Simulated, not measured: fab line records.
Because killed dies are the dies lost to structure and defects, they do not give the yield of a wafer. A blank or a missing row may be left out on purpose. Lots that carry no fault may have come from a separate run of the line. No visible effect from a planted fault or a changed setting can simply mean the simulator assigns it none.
fab line records	flow n5-finfet
record lots=6	wafers=18	last-day=18
route steps=1938 shown BEOL_M4@1031 PASSIVATION@1936
lots that met no fault: taken from a fault-free run of the same line
start-h: start of the lot's first displayed wafer, in hours after the record's first day	wait-h: hours since the lot's step before	" as in the row above	L1.1+2: a row that stands for several wafers	- either no value or no given start	* or withheld: withheld	< > ~ a bound
route shown NAME@n: NAME is a module with steps in the file, n the number in the route of the first one	usual: mean and standard deviation over wafers with no fault	same: alike in all rows	chamber/n: place in a boat	sites: per-site readings	_std_site: the values' standard deviation	_edge_site: mean of outer sites minus mean of inner sites	radius-mm: how far each site lies from the wafer's centre	mask NAME#n: copy n	behind: the last tool/chamber to shape the wafer	hold: cause of the lot's hold/its duration in hours/its outcome	device: whichever transistor did not switch (one of n, p or np)	end of line: the tests these same wafers got at the end of their route	a step with no rows: only its recipe	killed: not the wafer's yield, but the dies lost to structure and defects at the first sort	map: the dies of a wafer, with x for killed, . for not killed, _ for no die there
set.NAME: the setting that was run; set.NAME@STEP: the one run at that earlier step	model.NAME: the simulator's own value behind a step, which no gauge read
lots at selected steps of the route; one table per step, one row per wafer
services: a tool's chamber out of use, with start hour (start-h, from the record's first day; less than 0 if before it), hours out, and reason
## steps
# step N5_BEOL_M4_EXPOSE_08
# recipe mask-id=M4	na=0.33	source-shape=dipole	sigma-inner=0.369	sigma-outer=0.767	polarization=unpolarized	dose-mj=41.25
# step N5_BEOL_M4_PEB_09
# recipe peb-temp-c=100	peb-time-s=60	resist=CAR-EUV
# step N5_BEOL_M4_DEVELOP_10
# recipe develop-time-s=30	developer=TMAH	resist=CAR-EUV	rinse-liquid=surfactant-rinse	dry=air-spin	dev-temp-c=23
# step N5_BEOL_M4_CD_MEAS_11
# recipe target-cd-nm=16.79	landing-energy-ev=500	detector=se-inlens	polarity=opening
# usual cd-nm=16.78/0.26
# same landing-energy-ev=500
lot.wafer	tool	chamber	start-h	wait-h	cd-nm
L930.3	cd-sem-03	0	188.12	-	16.47
L930.4	"	0	"	"	16.66
L930.5	"	0	"	"	16.71
L929.1	cd-sem-02	0	189.79	-	17.07
L929.2	"	0	"	"	17.15
L929.5	"	0	"	"	17.07
L938.1	cd-sem-03	0	247.14	-	16.79
L938.4	"	0	"	"	17.09
L938.6	"	0	"	"	17.20
L936.3	cd-sem-03	0	250.91	-	17.15
L936.4	"	0	"	"	17.14
L936.6	"	0	"	"	16.78
L944.1	cd-sem-03	0	288.43	-	16.40
L944.2	"	0	"	"	16.70
L944.3	"	0	"	"	16.76
L946.4	cd-sem-02	0	309.35	-	16.50
L946.5	"	0	"	"	16.74
L946.6	"	0	"	"	16.92
# step N5_BEOL_M4_OVL_MEAS_12
# recipe points-per-wafer=522
# usual M4_OVL=0.0/0.72
lot.wafer	tool	chamber	start-h	wait-h	M4_OVL[nm]
L930.3	overlay-02	0	188.16	0.0	-0.6
L930.4	"	0	"	"	-1.0
L930.5	"	0	"	"	-0.5
L929.1	overlay-02	0	189.82	0.0	0.2
L929.2	"	0	"	"	0.1
L929.5	"	0	"	"	0.4
L938.1	overlay-02	0	247.17	0.0	-1.0
L938.4	"	0	"	"	1.0
L938.6	"	0	"	"	0.1
L936.3	overlay-01	0	250.95	0.0	0.0
L936.4	"	0	"	"	-0.4
L936.6	"	0	"	"	-0.1
L944.1	overlay-01	0	288.46	0.0	-0.6
L944.2	"	0	"	"	1.1
L944.3	"	0	"	"	0.1
L946.4	overlay-02	0	309.39	0.0	1.1
L946.5	"	0	"	"	0.8
L946.6	"	0	"	"	1.3
# step N5_BEOL_M4_INSPECT_13
# recipe mode=adi	inspect-instrument=brightfield
# usual raw-defect-count=414/89
lot.wafer	tool	chamber	start-h	wait-h	raw-defect-count
L930.3	defect-inspect-02	-	188.21	0.0	565
L930.4	"	-	"	"	451
L930.5	"	-	"	"	365
L929.1	defect-inspect-02	-	189.87	0.1	479
L929.2	"	-	"	"	510
L929.5	"	-	"	"	384
L938.1	defect-inspect-01	-	247.23	0.1	418
L938.4	"	-	"	"	311
L938.6	"	-	"	"	367
L936.3	defect-inspect-01	-	251.00	0.0	444
L936.4	"	-	"	"	376
L936.6	"	-	"	"	434
L944.1	defect-inspect-01	-	288.52	0.1	269
L944.2	"	-	"	"	273
L944.3	"	-	"	"	274
L946.4	defect-inspect-01	-	309.43	0.0	422
L946.5	"	-	"	"	362
L946.6	"	-	"	"	339
# step N5_BEOL_M4_DESCUM_16
# recipe chemistry=O2	time-s=7	source-power-w=50	bias-power-w=20	pressure-mtorr=20	rf-frequency-hz=2.712e+07	temp-c=40	resist=CAR-EUV	o2-flow-sccm=225
# usual drypump-motor-current-A=5.67/0.28	oes-product-au=0.79/0.082	rf-vpp-V=243.2/1.4	showerhead-plenum-p-Torr=2.08/0.077	throttle-valve-pct=20.48/0.2
lot.wafer	tool	chamber	start-h	wait-h	drypump-motor-current-A	oes-product-au	rf-hours-counter-h	rf-vpp-V	showerhead-plenum-p-Torr	throttle-valve-pct
L930.3	rie-diel-03	3	189.76	1.5	5.64	0.83	68	243.3	2.12	20.31
L930.4	"	0	"	"	5.53	0.70	199	244.8	2.16	20.85
L930.5	"	1	"	"	5.38	0.71	-	242.6	1.97	20.59
L929.1	rie-diel-01	2	190.96	1.1	6.17	0.95	21	242.6	2.12	20.28
L929.2	"	3	"	"	5.13	0.95	5	244.8	2.23	20.15
L929.5	"	0	"	"	6.20	0.77	-	243.6	2.08	20.42
L938.1	rie-diel-03	3	247.26	0.0	5.63	0.80	89	243.6	2.11	20.34
L938.4	"	2	"	"	5.71	0.73	192	242.1	1.99	20.39
L938.6	"	1	"	"	5.35	0.69	-	240.7	1.96	20.61
L936.3	rie-diel-01	0	251.05	0.1	6.21	0.76	152	243.9	2.07	20.44
L936.4	"	1	"	"	5.93	0.77	135	244.3	2.21	20.49
L936.6	"	3	"	"	5.14	0.89	-	246.5	2.22	20.17
L944.1	rie-diel-03	0	288.65	0.1	5.54	0.67	234	241.9	2.15	20.91
L944.2	"	3	"	"	5.60	0.79	103	243.2	2.11	20.35
L944.3	"	2	"	"	5.71	0.71	207	241.8	1.99	20.42
L946.4	rie-diel-05	0	309.48	0.0	5.82	0.73	224	243.4	2.04	20.26
L946.5	"	2	"	"	5.86	0.85	-	242.4	2.02	20.70
L946.6	"	3	"	"	5.28	0.85	-	243.4	2.02	20.59
# step N5_BEOL_M4_ETCH_74
# recipe chemistry=N2/H2	target=underlayer	target-depth-a=65	mask-material=CAR-EUV	time-s=5.2	ion-energy-ev=200	pressure-mtorr=30	source-w=840	bias-w=150	n2-flow-sccm=200	h2-flow-sccm=200	ends=cleared
# usual drypump-motor-current-A=5.67/0.28	etch-rf-on-time-s=5.02/0.15	oes-product-au=0.68/0.073	rf-vpp-V=523.9/2.9	showerhead-plenum-p-Torr=2.53/0.087	throttle-valve-pct=17.91/0.26
lot.wafer	tool	chamber	start-h	wait-h	drypump-motor-current-A	etch-rf-on-time-s	oes-product-au	rf-hours-counter-h	rf-vpp-V	showerhead-plenum-p-Torr	throttle-valve-pct
L930.3	rie-diel-03	3	189.80	0.0	5.61	4.84	0.73	68	525.3	2.57	17.71
L930.4	"	0	"	"	5.56	4.98	0.61	199	527.1	2.61	18.22
L930.5	"	1	"	"	5.38	4.97	0.61	-	522.0	2.38	17.90
L929.1	rie-diel-01	2	191.00	0.0	6.18	4.99	0.81	21	526.0	2.58	17.70
L929.2	"	3	"	"	5.15	5.14	0.81	5	529.1	2.71	17.53
L929.5	"	0	"	"	6.22	4.99	0.68	-	525.8	2.53	17.85
L938.1	rie-diel-03	3	247.30	0.0	5.65	4.77	0.71	89	528.2	2.57	17.73
L938.4	"	2	"	"	5.75	5.11	0.62	192	517.8	2.43	17.99
L938.6	"	1	"	"	5.37	5.04	0.60	-	519.4	2.37	17.92
L936.3	rie-diel-01	0	251.09	0.0	6.21	4.92	0.67	152	523.0	2.52	17.88
L936.4	"	1	"	"	5.93	5.42	0.64	135	525.9	2.65	17.72
L936.6	"	3	"	"	5.13	5.18	0.77	-	529.4	2.70	17.59
L944.1	rie-diel-03	0	288.68	0.0	5.53	5.03	0.58	234	525.7	2.60	18.30
L944.2	"	3	"	"	5.63	4.75	0.70	103	522.8	2.56	17.75
L944.3	"	2	"	"	5.72	5.17	0.62	207	523.2	2.42	18.00
L946.4	rie-diel-05	0	309.51	0.0	5.82	5.09	0.62	224	523.1	2.51	17.90
L946.5	"	2	"	"	5.82	4.93	0.74	-	521.6	2.49	18.42
L946.6	"	3	"	"	5.27	4.83	0.75	-	519.6	2.46	18.05
# step N5_BEOL_M4_ETCH_63
# recipe chemistry=CF4	target=SiARC	target-depth-a=156	mask-material=CAR-EUV	time-s=26	ion-energy-ev=80	pressure-mtorr=40	source-w=545	bias-w=36	Ar_flow_sccm=100	cf4-flow-sccm=100	ends=cleared
# usual drypump-motor-current-A=5.67/0.28	etch-rf-on-time-s=25.2/0.66	oes-product-au=0.68/0.073	rf-vpp-V=183.9/1.2	showerhead-plenum-p-Torr=2.14/0.066	throttle-valve-pct=15.71/0.22
lot.wafer	tool	chamber	start-h	wait-h	drypump-motor-current-A	etch-rf-on-time-s	oes-product-au	rf-hours-counter-h	rf-vpp-V	showerhead-plenum-p-Torr	throttle-valve-pct
L930.3	rie-diel-03	3	189.81	0.0	5.61	24.4	0.73	68	182.6	2.18	15.46
L930.4	"	0	"	"	5.58	25.2	0.60	199	184.0	2.20	16.02
L930.5	"	1	"	"	5.34	25.3	0.61	-	183.3	2.04	15.94
L929.1	rie-diel-01	2	191.01	0.0	6.17	25.3	0.81	21	185.4	2.20	15.55
L929.2	"	3	"	"	5.13	25.5	0.82	5	185.4	2.27	15.28
L929.5	"	0	"	"	6.21	25.0	0.68	-	184.0	2.16	15.83
L938.1	rie-diel-03	3	247.31	0.0	5.63	24.5	0.71	89	183.8	2.17	15.53
L938.4	"	2	"	"	5.69	26.0	0.62	192	182.3	2.05	15.69
L938.6	"	1	"	"	5.35	25.3	0.59	-	182.8	2.03	15.96
L936.3	rie-diel-01	0	251.11	0.0	6.21	25.1	0.67	152	184.4	2.16	15.87
L936.4	"	1	"	"	5.92	27.3	0.64	135	185.9	2.21	15.46
L936.6	"	3	"	"	5.15	25.7	0.77	-	185.2	2.26	15.33
L944.1	rie-diel-03	0	288.70	0.0	5.52	25.6	0.58	234	185.4	2.19	16.08
L944.2	"	3	"	"	5.63	24.2	0.70	103	183.9	2.16	15.54
L944.3	"	2	"	"	5.72	26.1	0.61	207	183.2	2.05	15.72
L946.4	rie-diel-05	0	309.53	0.0	5.81	25.1	0.62	224	183.2	2.09	15.63
L946.5	"	2	"	"	5.84	24.6	0.75	-	182.9	2.10	15.95
L946.6	"	3	"	"	5.27	24.5	0.75	-	181.0	2.08	15.82
# step N5_BEOL_M4_ETCH_64
# recipe chemistry=N2/H2	target=SOC	target-depth-a=750	overetch-a=225	mask-material=SiARC	temp-c=40	time-s=121.9	ion-energy-ev=200	pressure-mtorr=30	source-w=840	bias-w=150	n2-flow-sccm=200	h2-flow-sccm=200
# usual drypump-motor-current-A=5.68/0.28	oes-product-au=0.60/0.06	rf-vpp-V=523.9/2.6	showerhead-plenum-p-Torr=2.53/0.087	throttle-valve-pct=17.86/0.26
lot.wafer	tool	chamber	start-h	wait-h	drypump-motor-current-A	oes-product-au	rf-hours-counter-h	rf-vpp-V	showerhead-plenum-p-Torr	throttle-valve-pct
L930.3	rie-diel-03	3	189.84	0.0	5.63	0.63	68	524.8	2.58	17.64
L930.4	"	0	"	"	5.57	0.53	199	526.1	2.61	18.19
L930.5	"	1	"	"	5.38	0.53	-	519.4	2.38	17.87
L929.1	rie-diel-01	2	191.04	0.0	6.21	0.70	21	526.3	2.58	17.66
L929.2	"	3	"	"	5.11	0.72	5	528.6	2.71	17.49
L929.5	"	0	"	"	6.22	0.60	-	524.4	2.53	17.80
L938.1	rie-diel-03	3	247.34	0.0	5.63	0.61	89	524.0	2.57	17.67
L938.4	"	2	"	"	5.76	0.56	192	521.0	2.43	17.93
L938.6	"	1	"	"	5.38	0.52	-	520.3	2.37	17.89
L936.3	rie-diel-01	0	251.13	0.0	6.22	0.58	152	524.7	2.52	17.85
L936.4	"	1	"	"	5.91	0.59	135	527.4	2.65	17.63
L936.6	"	3	"	"	5.10	0.68	-	527.2	2.70	17.55
L944.1	rie-diel-03	0	288.73	0.0	5.55	0.51	234	527.2	2.60	18.25
L944.2	"	3	"	"	5.61	0.60	103	523.4	2.56	17.71
L944.3	"	2	"	"	5.70	0.54	207	521.8	2.42	17.97
L946.4	rie-diel-05	0	309.56	0.0	5.80	0.54	224	522.8	2.50	17.86
L946.5	"	2	"	"	5.87	0.65	-	522.8	2.49	18.35
L946.6	"	3	"	"	5.30	0.63	-	521.9	2.46	18.01
# step N5_BEOL_M4_STRIP_65
# recipe chemistry=N2/H2	temp-c=40	n2-flow-sccm=200	h2-flow-sccm=200	rf-frequency-hz=6e+07
# step N5_BEOL_M4_STRIP_75
# recipe chemistry=N2/H2	temp-c=40	n2-flow-sccm=200	h2-flow-sccm=200	rf-frequency-hz=6e+07
# step N5_BEOL_M4_STRIP_66
# recipe chemistry=CF4	resist=SiARC	power-w=300	bias-power-w=75	pressure-mtorr=50	cf4-flow-sccm=150	rf-frequency-hz=6e+07
# usual bias-power-w=75.01/0.23	cf4-flow-sccm=150.0/0.49	drypump-motor-current-A=5.67/0.28	oes-product-au=0.78/0.078	rf-vpp-V=271.1/1.5	showerhead-plenum-p-Torr=1.79/0.053	throttle-valve-pct=13.68/0.25
lot.wafer	tool	chamber	start-h	wait-h	bias-power-w	cf4-flow-sccm	drypump-motor-current-A	oes-product-au	rf-hours-counter-h	rf-vpp-V	showerhead-plenum-p-Torr	throttle-valve-pct	model.SiARC_of_BEOL_M4_COAT_62.thk-nm
L930.3	rie-diel-03	3	189.97	0.0	75.10	149.3	5.63	0.82	68	270.6	1.81	13.39	0
L930.4	"	0	"	"	75.09	150.2	5.52	0.69	200	272.5	1.85	14.02	0
L930.5	"	1	"	"	74.96	150.8	5.37	0.69	-	269.9	1.71	13.89	0
L929.1	rie-diel-01	2	191.17	0.0	75.53	148.9	6.18	0.91	21	272.1	1.82	13.40	0
L929.2	"	3	"	"	74.74	150.3	5.16	0.94	5	272.7	1.90	13.23	0
L929.5	"	0	"	"	75.07	150.2	6.22	0.78	-	272.5	1.81	13.79	0
L938.1	rie-diel-03	3	247.47	0.0	-	-	-	-	-	-	-	-	6
L938.4	"	2	"	"	-	-	-	-	-	-	-	-	6.4
L938.6	"	1	"	"	-	-	-	-	-	-	-	-	6
L936.3	rie-diel-01	0	251.27	0.0	-	-	-	-	-	-	-	-	6
L936.4	"	1	"	"	-	-	-	-	-	-	-	-	6.4
L936.6	"	3	"	"	-	-	-	-	-	-	-	-	6.4
L944.1	rie-diel-03	0	288.86	0.0	75.39	149.9	5.54	0.67	234	273.3	1.84	14.11	0
L944.2	"	3	"	"	75.01	149.9	5.58	0.79	103	271.9	1.80	13.47	0
L944.3	"	2	"	"	74.77	149.1	5.71	0.70	207	269.2	1.72	13.71	0
L946.4	rie-diel-05	0	309.69	0.0	74.75	149.5	5.77	0.71	224	271.8	1.76	13.66	0
L946.5	"	2	"	"	74.79	150.4	5.85	0.84	-	270.7	1.77	13.89	0
L946.6	"	3	"	"	74.81	150.1	5.29	0.83	-	270.1	1.76	13.82	0
# step N5_BEOL_M4_HM_OPEN_17
# recipe chemistry=Cl2/BCl3	target-depth-a=200	overetch-a=60	target=TiN	mask-material=SOC	ion-energy-ev=150	pressure-mtorr=10	icp-w=1000	bias-w=126	Cl2_flow_sccm=53.25	bcl3-flow-sccm=21.75	Ar_flow_sccm=25
# usual drypump-motor-current-A=5.7/0.49	oes-product-au=0.66/0.095	throttle-valve-pct=22.07/0.25
lot.wafer	tool	chamber	start-h	wait-h	drypump-motor-current-A	oes-product-au	rf-hours-counter-h	throttle-valve-pct
L930.3	rie-metal-02	0	190.04	0.1	5.7	0.54	-	22.50
L930.4	"	1	"	"	5.4	0.74	-	21.88
L930.5	"	0	"	"	5.7	0.54	-	22.50
L929.1	rie-metal-02	1	191.22	0.0	5.4	0.75	14	21.88
L929.2	"	0	"	"	5.7	0.54	107	22.50
L929.5	"	0	"	"	5.7	0.54	-	22.49
L938.1	rie-metal-01	0	247.51	0.0	6.4	0.77	5	22.09
L938.4	"	1	"	"	5.8	0.67	-	22.21
L938.6	"	1	"	"	5.8	0.67	-	22.19
L936.3	rie-metal-02	0	251.34	0.1	5.7	0.53	-	22.52
L936.4	"	1	"	"	5.4	0.73	-	21.90
L936.6	"	0	"	"	5.7	0.54	-	22.51
L944.1	rie-metal-02	1	288.90	0.0	5.4	0.72	23	21.92
L944.2	"	0	"	"	5.7	0.53	116	22.51
L944.3	"	1	"	"	5.5	0.73	-	21.92
L946.4	rie-metal-02	0	309.76	0.1	5.7	0.84	-	22.12
L946.5	"	1	"	"	5.4	0.72	-	21.88
L946.6	"	0	"	"	5.7	0.85	-	22.12
# step N5_BEOL_M4_RC_MEAS_101
# usual DIBL_N=35.4/2.1	DIBL_P=34.8/2.6	IOFF_N=0.15/0.037	IOFF_P=0.19/0.037	ION_N=677/16	ION_P=462/9.3	SS_N=71.4/0.75	SS_P=72.9/0.77	VT_N=250/3.7	VT_P=-251/3.5
lot.wafer	tool	chamber	start-h	wait-h	DIBL_N[mV/V]	DIBL_P[mV/V]	IOFF_N[nA/um]	IOFF_P[nA/um]	ION_N[uA/um]	ION_P[uA/um]	SS_N[mV/dec]	SS_P[mV/dec]	VT_N[mV]	VT_P[mV]
L930.3	prober-01	0	203.27	0.8	36.7	35.9	0.16	0.18	679	456	71.4	73.5	249	-254
L930.4	"	0	"	"	36.7	36.0	0.17	0.19	693	467	72.0	72.7	248	-254
L930.5	"	0	"	"	33.3	31.7	0.11	0.13	660	448	70.5	72.2	255	-258
L929.1	prober-02	0	204.14	0.0	38.2	39.3	0.21	0.27	688	476	71.7	74.3	243	-247
L929.2	"	0	"	"	31.5	31.1	0.10	0.14	655	455	70.4	71.9	253	-256
L929.5	"	0	"	"	34.1	33.8	0.13	0.18	675	458	71.5	72.8	251	-250
L938.1	prober-01	0	255.37	0.0	35.3	35.5	0.14	0.21	649	447	71.5	73.5	253	-249
L938.4	"	0	"	"	28.8	26.1	0.07	0.10	635	444	69.5	70.5	261	-259
L938.6	"	0	"	"	32.4	31.9	0.10	0.16	647	452	69.9	72.3	255	-253
L936.3	prober-02	0	258.64	0.3	32.9	32.4	0.14	0.18	687	467	70.5	72.3	247	-249
L936.4	"	0	"	"	33.6	32.4	0.14	0.18	691	469	71.7	72.3	247	-252
L936.6	"	0	"	"	37.6	36.2	0.22	0.23	688	464	72.7	73.0	245	-248
L944.1	prober-01	0	302.88	0.0	36.3	34.1	0.13	0.14	659	445	71.5	73.1	256	-257
L944.2	"	0	"	"	38.0	37.4	0.18	0.20	696	467	71.8	74.3	247	-252
L944.3	"	0	"	"	38.2	38.1	0.19	0.21	704	475	71.7	75.0	247	-253
L946.4	prober-01	0	327.77	0.5	34.0	33.9	0.13	0.20	675	474	70.4	71.8	249	-246
L946.5	"	0	"	"	33.2	32.4	0.12	0.19	665	467	70.2	71.5	251	-248
L946.6	"	0	"	"	35.3	34.1	0.14	0.19	678	465	72.1	72.5	252	-249
# step N5_PASSIVATION_PROBE_49
# usual defect-limited-yield=90.5/1.7	killed_at_M0_to_M3=37/12	killed_at_M4_up=14/5.2	killed-at-contacts=12/5.9	killed-at-front-end=45/14	killed-at-other=3.5/2.8	killed-dies=112/21	killed-open=73/15	killed-short=36/8.9	sort_bin_5_function=5.6/1.2	sort_bin_6_memory=3.5/0.68	sort_bin_8_speed=0.01/0.1	sort-n-pass=1068/21	sort-yield-pct=90.5/1.8
# same gross-dies=1180	killed-at-back-side=0	sort_bin_4_leakage[%]=0
lot.wafer	tool	chamber	start-h	wait-h	defect-limited-yield[%]	killed_at_M0_to_M3	killed_at_M4_up	killed-at-contacts	killed-at-front-end	killed-at-other	killed-dies	killed-open	killed-short	sort_bin_5_function[%]	sort_bin_6_memory[%]	sort_bin_8_speed[%]	sort-n-pass	sort-yield-pct[%]
L930.3	prober-02	-	324.37	0.1	90.7	52	15	11	29	3	110	69	40	4.8	4.2	0	1070	90.7
L930.4	prober-02	-	324.42	0.2	87.3	66	18	14	46	6	150	80	67	8.2	4.2	0	1030	87.3
L930.5	prober-02	-	324.47	0.2	89.0	61	14	23	30	2	130	93	34	6.1	4.6	0	1050	89.0
# killed by level:class
L930.3 BEOL_M3:geometric-particle:open=17 BEOL_M0_SAQP:geometric-particle:short=15 MOL_CONTACT_COAG:geometric-particle:open=9 FIN_SAQP:geometric-particle:open=5 BEOL_M0_SAQP:geometric-particle:open=5 BEOL_M4:geometric-particle:open=5 STARTING-WAFER:geometric-particle:short=5 BEOL_M2:geometric-particle:open=4
L930.4 BEOL_M0_SAQP:geometric-particle:short=19 BEOL_M0_SAQP:geometric-particle:open=14 MOL_CONTACT_COAG:geometric-particle:open=9 DUMMY_GATE:geometric-particle:open=9 BEOL_M2:geometric-particle:open=8 BEOL_M3:geometric-particle:short=8 FIN_SAQP:geometric-particle:open=6 BEOL_M1:geometric-particle:short=6
L930.5 BEOL_M0_SAQP:geometric-particle:open=22 MOL_CONTACT_COAG:geometric-particle:open=21 BEOL_M0_SAQP:geometric-particle:short=13 DUMMY_GATE:geometric-particle:open=9 BEOL_M3:geometric-particle:open=8 BEOL_M2:geometric-particle:open=7 BEOL_M4:geometric-particle:open=7 FIN_SAQP:geometric-particle:short=4
## services
tool	chamber	start-h	hours	kind
rie-diel-05	-	180.40	15.6	pm
rie-diel-03	-	253.52	0.4	repair
rie-diel-05	0	265.47	8.7	repair
rie-diel-03	1	276.68	-	clean
rie-diel-03	1	276.68	-	consumable-replace:focus-ring
rie-diel-03	1	276.68	-	consumable-replace:showerhead
rie-diel-03	1	276.68	18.7	scheduled-down
rie-diel-03	1	276.68	18.7	vent-cycle
rie-diel-05	2	279.25	2.4	repair
rie-diel-05	0	287.52	1.8	repair
rie-diel-01	3	288.67	23.6	repair
rie-diel-05	1	290.79	6.3	repair
rie-diel-03	0	293.22	10.1	repair
rie-metal-02	0	294.01	-	clean
rie-metal-02	0	294.01	14.1	scheduled-down
rie-metal-02	0	294.01	14.1	vent-cycle
## key
first-sign step=N5_BEOL_M4_STRIP_66	reading=tool-record	direction=missing
effect none on later readings
model-effect step=N5_BEOL_M4_STRIP_66	value=SiARC_of_BEOL_M4_COAT_62.thk-nm	without=0	struck=6.2
met-at N5_BEOL_M4_STRIP_66
struck-wafers L936.3,L936.4,L936.6,L938.1,L938.4,L938.6
onset-between 191.17 247.47
fault kind=skipped-step-whole	tool=rie-diel-01,rie-diel-03	chamber=-	onset-h=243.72	steps=N5_BEOL_M4_STRIP_66	scope=struck-lots-only
